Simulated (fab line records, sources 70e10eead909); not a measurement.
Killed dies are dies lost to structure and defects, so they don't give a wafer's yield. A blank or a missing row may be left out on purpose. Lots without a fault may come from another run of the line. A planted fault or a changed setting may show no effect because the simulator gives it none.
Chamber matching | flow nand_harc | NHARC_P_ZERO_WELL_DESCUM_54 on rie_diel-04: 4 sister chambers
The step chemistry O2, time 3 s. 4 wafers are shown with their chamber, then 8 later ones without.

WAFERS WITH THEIR CHAMBER
wafer  | chamber | showerhead_plenum_p_Torr (Torr)
L566.6 | 1       | 1.87
L567.4 | 0       | 1.83
L568.4 | 2       | 1.85
L578.2 | 3       | 1.80

WAFERS WITHOUT THEIR CHAMBER
wafer  | showerhead_plenum_p_Torr (Torr)
L578.3 | 1.84
L578.4 | 1.85
L581.2 | 1.85
L581.3 | 1.82
L581.5 | 1.84
L585.3 | 1.83
L585.4 | 1.79
L585.6 | 1.80

WHICH CHAMBER EACH WENT THROUGH
wafer  | from the rows above     | in truth
L578.3 | can't be placed: 0 or 2 | 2
L578.4 | 2                       | 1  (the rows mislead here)
L581.2 | 2                       | 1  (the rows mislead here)
L581.3 | can't be placed: 0 or 3 | 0
L581.5 | can't be placed: 0 or 2 | 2
L585.3 | 0                       | 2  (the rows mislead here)
L585.4 | 3                       | 3
L585.6 | 3                       | 3
Placed correctly: 2 of 8. Can't be placed from these rows: 3 (the true chamber is among the candidates in 3). Placed wrongly: 3.
How it was worked out, from the rows above alone: a wafer's distance from a chamber is the root of the sum, over the readings, of the square of ((its reading less the chamber's mean) divided by the reading's scatter). The wafer belongs to the nearest chamber; if the next one is less than 2 further off, it can't be placed. A chamber's mean is the mean of its shown wafers. The scatter: with one shown wafer a chamber, the root of the mean of the squares of how far each hidden wafer lies from its nearest shown one.
